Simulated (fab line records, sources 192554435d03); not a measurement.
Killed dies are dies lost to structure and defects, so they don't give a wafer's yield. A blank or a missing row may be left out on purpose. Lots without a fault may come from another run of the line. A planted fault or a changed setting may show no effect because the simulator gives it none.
Chamber matching | flow n5_finfet | N5_BEOL_M9_ETCH_62 on rie_diel-01: 4 sister chambers
The step etches SOC in N2/H2, target depth 110 nm, overetch 22 nm, time 165 s. 4 wafers are shown with their chamber, then 8 later ones without.

WAFERS WITH THEIR CHAMBER
wafer  | chamber | drypump_motor_current_A (A)
L086.2 | 0       | 6.0
L089.1 | 1       | 5.7
L089.3 | 2       | 5.6
L090.4 | 3       | 6.3

WAFERS WITHOUT THEIR CHAMBER
wafer  | drypump_motor_current_A (A)
L090.5 | 6.3
L090.6 | 6.0
L091.2 | 5.6
L091.4 | 6.1
L091.6 | 5.7
L096.2 | 5.7
L096.4 | 5.6
L096.5 | 6.0

WHICH CHAMBER EACH WENT THROUGH
wafer  | from the rows above | in truth
L090.5 | 3                   | 3
L090.6 | 0                   | 0
L091.2 | 2                   | 2
L091.4 | 0                   | 0
L091.6 | 1                   | 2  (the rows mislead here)
L096.2 | 1                   | 1
L096.4 | 2                   | 2
L096.5 | 0                   | 0
Placed correctly: 7 of 8. Can't be placed from these rows: 0. Placed wrongly: 1.
How it was worked out, from the rows above alone: a wafer's distance from a chamber is the root of the sum, over the readings, of the square of ((its reading less the chamber's mean) divided by the reading's scatter). The wafer belongs to the nearest chamber; if the next one is less than 2 further off, it can't be placed. A chamber's mean is the mean of its shown wafers. The scatter: with one shown wafer a chamber, the root of the mean of the squares of how far each hidden wafer lies from its nearest shown one.
